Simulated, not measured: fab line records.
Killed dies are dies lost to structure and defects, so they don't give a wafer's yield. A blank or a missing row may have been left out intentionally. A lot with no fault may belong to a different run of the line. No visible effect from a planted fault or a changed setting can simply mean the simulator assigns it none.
Which tool was responsible? | flow n5_finfet | Sampling: 9 lots, 26 wafers, 6 of 1938 route steps

## WHAT THE GAUGES READ, wafer by wafer
N5_BEOL_M4_RC_MEAS_101. Usual: DIBL_N 37.1 mV/V, standard deviation 1.9; DIBL_P 37.2 mV/V, standard deviation 2.3; IOFF_N 0.18 nA/um, standard deviation 0.04; IOFF_P 0.23 nA/um, standard deviation 0.044; ION_N 682 uA/um, standard deviation 11; ION_P 468 uA/um, standard deviation 8.6; SS_N 71.9 mV/dec, standard deviation 0.68; SS_P 73.5 mV/dec, standard deviation 0.74; VT_N 248 mV, standard deviation 3.4; VT_P -248 mV, standard deviation 3.4.
lot  | measured     | on        | DIBL_N (mV/V)  | DIBL_P (mV/V)  | IOFF_N (nA/um) | IOFF_P (nA/um) | ION_N (uA/um) | ION_P (uA/um) | SS_N (mV/dec)  | SS_P (mV/dec)  | VT_N (mV)   | VT_P (mV)      | flag
L232 | day 8 02:03  | prober-01 | 38.1 35.5 38.4 | 37.9 34.4 37.7 | 0.19 0.13 0.19 | 0.25 0.20 0.25 | 676 668 679   | 471 460 465   | 71.6 71.4 72.1 | 73.4 72.3 73.3 | 248 254 250 | -247 -250 -248 |
L235 | day 8 19:58  | prober-02 | 38.1 35.6 35.8 | 37.6 34.7 34.2 | 0.21 0.15 0.16 | 0.31 0.24 0.24 | 687 673 680   | 479 473 473   | 72.3 71.4 70.9 | 74.1 73.8 73.1 | 246 248 247 | -240 -245 -246 |
L237 | day 9 00:59  | prober-01 | 40.9 38.7 39.4 | 38.9 35.7 37.6 | 0.24 0.19 0.19 | 0.29 0.22 0.25 | 696 677 678   | 474 460 463   | 72.2 71.5 71.9 | 73.9 72.8 73.9 | 242 246 248 | -246 -248 -248 |
L248 | day 11 21:11 | prober-01 | 40.2 37.6 39.0 | 42.0 39.5 39.6 | 0.26 0.20 0.22 | 0.30 0.26 0.25 | 697 687 681   | 471 465 455   | 73.5 72.0 72.6 | 74.6 74.1 74.0 | 244 246 246 | -245 -248 -247 |
L250 | day 12 16:45 | prober-01 | 38.3 40.2 40.9 | 37.5 38.8 40.6 | 0.19 0.24 0.25 | 0.26 0.30 0.33 | 698 688 693   | 484 465 476   | 71.2 72.5 72.6 | 74.0 74.3 73.9 | 245 244 244 | -244 -245 -244 |
L252 | day 13 04:58 | prober-01 | 37.6 37.4 41.7 | 40.2 39.5 43.6 | 0.21 0.19 0.32 | 0.29 0.26 0.37 | 688 681 699   | 473 464 477   | 72.1 71.8 73.5 | 74.6 74.0 75.8 | 246 247 240 | -246 -246 -244 |
L254 | day 13 06:49 | prober-01 | 36.3 32.8      | 37.3 33.6      | 0.19 0.13      | 0.26 0.20      | 689 652       | 471 457       | 72.2 71.2      | 73.4 71.7      | 246 253     | -245 -250      |
L253 | day 13 07:31 | prober-02 | 35.7 40.3 36.5 | 36.0 39.2 36.0 | 0.16 0.23 0.16 | 0.20 0.24 0.20 | 685 684 685   | 469 461 468   | 70.9 72.7 71.6 | 73.0 74.4 73.3 | 248 245 249 | -250 -252 -253 |
L255 | day 13 09:58 | prober-02 | 36.4 36.8 37.0 | 36.7 36.7 37.2 | 0.17 0.17 0.18 | 0.21 0.22 0.23 | 672 671 675   | 459 454 460   | 71.2 72.2 71.9 | 73.0 73.5 73.8 | 248 248 247 | -252 -250 -250 |

N5_BEOL_M15_THK_MEAS_50: measures by xrf. Usual: M15_THK typically reads 849 nm, with standard deviation 13.
lot  | measured     | on            | M15_THK (nm) | flag
L232 | day 12 03:58 | film_metro-01 | 850 847 842  |
L235 | day 12 04:55 | film_metro-01 | 846 835 835  |
L237 | day 12 17:27 | film_metro-01 | 870 854 865  |
L248 | day 15 17:17 | film_metro-01 | 455 447 853  | OFF
L250 | day 16 08:38 | film_metro-01 | 818 846 836  |
L252 | day 16 19:12 | film_metro-02 | 837 862 848  |
L254 | day 16 20:45 | film_metro-02 | 836 852      |
L253 | day 16 17:50 | film_metro-02 | 842 859 860  |
L255 | day 17 02:03 | film_metro-01 | 861 844 842  |

N5_BEOL_M15_RS_MEAS_54: uses a four-point probe to measure. Usual: M15_RS typically reads 0.0217 ohm/sq, with standard deviation 0.0003.
lot  | measured     | on            | M15_RS (ohm/sq)      | flag
L232 | day 12 04:07 | film_metro-01 | 0.0215 0.0215 0.0216 |
L235 | day 12 05:02 | film_metro-01 | 0.0216 0.0220 0.0220 |
L237 | day 12 17:35 | film_metro-01 | 0.0212 0.0215 0.0212 |
L248 | day 15 17:25 | film_metro-02 | 0.0408 0.0414 0.0213 | OFF
L250 | day 16 08:46 | film_metro-02 | 0.0225 0.0217 0.0221 |
L252 | day 16 19:20 | film_metro-01 | 0.0221 0.0214 0.0217 |
L254 | day 16 20:52 | film_metro-02 | 0.0219 0.0217        |
L253 | day 16 17:58 | film_metro-02 | 0.0219 0.0214 0.0215 |
L255 | day 17 02:11 | film_metro-02 | 0.0212 0.0216 0.0217 |

## TOOL THAT RAN EACH LOT (tool first, then ch and the chambers of the sampled wafers, then the start)
lot  | N5_BEOL_M15_ETCH_61                | N5_BEOL_M15_TRENCH_ETCH_34         | N5_BEOL_M15_STRIP_37
L232 | rie_diel-04 ch 2,3, day 11 22:24   | rie_diel-04 ch 2,3, day 11 22:27   | rie_diel-02 ch 0,1, day 12 03:58 or earlier
L235 | rie_diel-04 ch 0,3, day 12 00:56   | rie_diel-04 ch 0,3, day 12 00:59   | rie_diel-04 ch 0,1,3, day 12 04:55 or earlier
L237 | rie_diel-02 ch 0,1,3, day 12 13:25 | rie_diel-02 ch 0,1,3, day 12 13:28 | rie_diel-04 ch 0,2,3, day 12 17:27 or earlier
L248 | rie_diel-04 ch 0,1,2, day 15 13:41 | rie_diel-04 ch 0,1,2, day 15 13:45 | rie_diel-06 ch 0,1,3, day 15 17:17 or earlier
L250 | rie_diel-06 ch 0,1,3, day 16 06:28 | rie_diel-06 ch 0,1,3, day 16 06:31 | rie_diel-02 ch 0,3, day 16 08:38 or earlier
L252 | rie_diel-02 ch 0,2,3, day 16 17:04 | rie_diel-02 ch 0,2,3, day 16 17:07 | rie_diel-02 ch 0,3, day 16 19:12 or earlier
L254 | rie_diel-06 ch 1,3, day 16 17:37   | rie_diel-06 ch 1,3, day 16 17:40   | rie_diel-06 ch 1,2, day 16 20:45 or earlier
L253 | rie_diel-06 ch 1,2, day 16 15:37   | rie_diel-06 ch 1,2, day 16 15:40   | rie_diel-04 ch 0,2,3, day 16 17:50 or earlier
L255 | rie_diel-02 ch 0,1,2, day 17 00:10 | rie_diel-02 ch 0,1,2, day 17 00:13 | rie_diel-04 ch 1,2,3, day 17 02:03 or earlier
- N5_BEOL_M15_ETCH_61: etches BARC in N2/H2, target depth 89 nm, overetch 26.7 nm, time 67.9 s.
- N5_BEOL_M15_TRENCH_ETCH_34: etches SiO2 in C4F8/O2/Ar, target depth 872.93 nm, time 199 s.
- N5_BEOL_M15_STRIP_37: strips in O2.

## AS READ BY THE TOOLS THEMSELVES (means over the sampled wafers that have a number; for cases with no such wafer, the mark the record gives instead)
N5_BEOL_M15_ETCH_61. Usual: drypump_motor_current_A 5.8 A, standard deviation 0.36; oes_product_au 0.67 a.u., standard deviation 0.051; rf_vpp_V 524.0 V, standard deviation 2.7; showerhead_plenum_p_Torr 2.55 Torr, standard deviation 0.094; throttle_valve_pct 17.82 %, standard deviation 0.26.
lot  | tool        | drypump_motor_current_A (A) | oes_product_au (a.u.) | rf_vpp_V (V) | showerhead_plenum_p_Torr (Torr) | throttle_valve_pct (%) | flag
L232 | rie_diel-04 | 5.6                         | 0.70                  | 521.8        | 2.48                            | 17.98                  |
L235 | rie_diel-04 | 5.8                         | 0.74                  | 522.8        | 2.51                            | 17.67                  |
L237 | rie_diel-02 | 5.6                         | 0.68                  | 527.5        | 2.67                            | 17.75                  |
L248 | rie_diel-04 | 5.5                         | 0.73                  | 522.2        | 2.46                            | 17.70                  |
L250 | rie_diel-06 | 5.8                         | 0.63                  | 523.0        | 2.49                            | 17.86                  |
L252 | rie_diel-02 | 5.8                         | 0.63                  | 524.8        | 2.57                            | 17.95                  |
L254 | rie_diel-06 | 5.9                         | 0.65                  | 523.7        | 2.54                            | 17.80                  |
L253 | rie_diel-06 | 6.2                         | 0.67                  | 523.4        | 2.52                            | 17.67                  |
L255 | rie_diel-02 | 5.7                         | 0.64                  | 524.2        | 2.58                            | 18.12                  |

N5_BEOL_M15_TRENCH_ETCH_34. Usual: drypump_motor_current_A 5.8 A, standard deviation 0.36; oes_product_au 0.78 a.u., standard deviation 0.061; rf_vpp_V 2213 V, standard deviation 26; showerhead_plenum_p_Torr 3.44 Torr, standard deviation 0.13; throttle_valve_pct 30.8 %, standard deviation 0.3.
lot  | tool        | drypump_motor_current_A (A) | oes_product_au (a.u.) | rf_vpp_V (V) | showerhead_plenum_p_Torr (Torr) | throttle_valve_pct (%) | flag
L232 | rie_diel-04 | 5.5                         | 0.81                  | 2193         | 3.37                            | 31.0                   |
L235 | rie_diel-04 | 5.7                         | 0.86                  | 2214         | 3.39                            | 30.6                   |
L237 | rie_diel-02 | 5.5                         | 0.80                  | 2211         | 3.61                            | 30.9                   |
L248 | rie_diel-04 | 5.6                         | 0.69                  | 2223         | 3.34                            | 30.5                   |
L250 | rie_diel-06 | 5.8                         | 0.73                  | 2215         | 3.36                            | 30.7                   |
L252 | rie_diel-02 | 5.8                         | 0.74                  | 2210         | 3.49                            | 31.1                   |
L254 | rie_diel-06 | 5.9                         | 0.74                  | 2220         | 3.42                            | 30.6                   |
L253 | rie_diel-06 | 6.1                         | 0.79                  | 2204         | 3.41                            | 30.7                   |
L255 | rie_diel-02 | 5.7                         | 0.75                  | 2199         | 3.48                            | 31.2                   |

N5_BEOL_M15_STRIP_37. Usual: drypump_motor_current_A 5.8 A, standard deviation 0.38; oes_product_au 0.78 a.u., standard deviation 0.054; rf_vpp_V 3.7 V, standard deviation 0.66; showerhead_plenum_p_Torr 2.12 Torr, standard deviation 0.085; throttle_valve_pct 16.70 %, standard deviation 0.26.
lot  | tool        | drypump_motor_current_A (A) | oes_product_au (a.u.) | rf_vpp_V (V) | showerhead_plenum_p_Torr (Torr) | throttle_valve_pct (%) | flag
L232 | rie_diel-02 | 5.3                         | 0.77                  | 3.1          | 2.21                            | 16.88                  |
L235 | rie_diel-04 | 5.7                         | 0.81                  | 3.8          | 2.08                            | 16.62                  |
L237 | rie_diel-04 | 5.7                         | 0.83                  | 3.2          | 2.07                            | 16.66                  |
L248 | rie_diel-06 | 5.8                         | 0.72                  | 3.5          | 2.06                            | 16.71                  |
L250 | rie_diel-02 | 5.4                         | 0.73                  | 3.0          | 2.20                            | 16.84                  |
L252 | rie_diel-02 | 5.3                         | 0.73                  | 4.2          | 2.19                            | 16.86                  |
L254 | rie_diel-06 | 6.0                         | 0.77                  | 3.4          | 2.12                            | 16.55                  |
L253 | rie_diel-04 | 5.7                         | 0.80                  | 4.0          | 2.06                            | 16.71                  |
L255 | rie_diel-04 | 5.6                         | 0.82                  | 3.4          | 2.05                            | 16.65                  |

## THE ANSWER, worked out from the rows above alone
Rule: a lot is off if the mean of its wafers that have a number lies more than 3 standard deviations from the usual mean. Also off: a lot with no number at a reading for which 4 or more lots have one. The other lots that the step has rows for count as sound. Order of review: gauges by route order, followed by the tools' own readings, for which a lot's mean as printed above is used. At the first step where some lot is off, the reading lying furthest off is the one used; lots without a number count as furthest.
Off: L248, at N5_BEOL_M15_THK_MEAS_50 (M15_THK).
If a tool, at a process step before that reading, ran all the lots that are off and no sound lot after the first of them, it fits. Not tried: the gauges at N5_BEOL_M15_THK_MEAS_50; whatever is off there is also off at N5_BEOL_M15_RS_MEAS_54, on other tools, and gauge error can't account for it. N5_BEOL_M15_STRIP_37: start missing for some lots; hours and lot order therefore follow N5_BEOL_M15_THK_MEAS_50. One candidate fits, namely rie_diel-04 at N5_BEOL_M15_ETCH_61 and N5_BEOL_M15_TRENCH_ETCH_34. At N5_BEOL_M15_ETCH_61 its last sound lot is L235 (day 12 00:56), its first lot that is off L248 (day 15 13:41): a fault that began between those two fits.

## WHAT WAS PUT IN BY THE SIMULATOR
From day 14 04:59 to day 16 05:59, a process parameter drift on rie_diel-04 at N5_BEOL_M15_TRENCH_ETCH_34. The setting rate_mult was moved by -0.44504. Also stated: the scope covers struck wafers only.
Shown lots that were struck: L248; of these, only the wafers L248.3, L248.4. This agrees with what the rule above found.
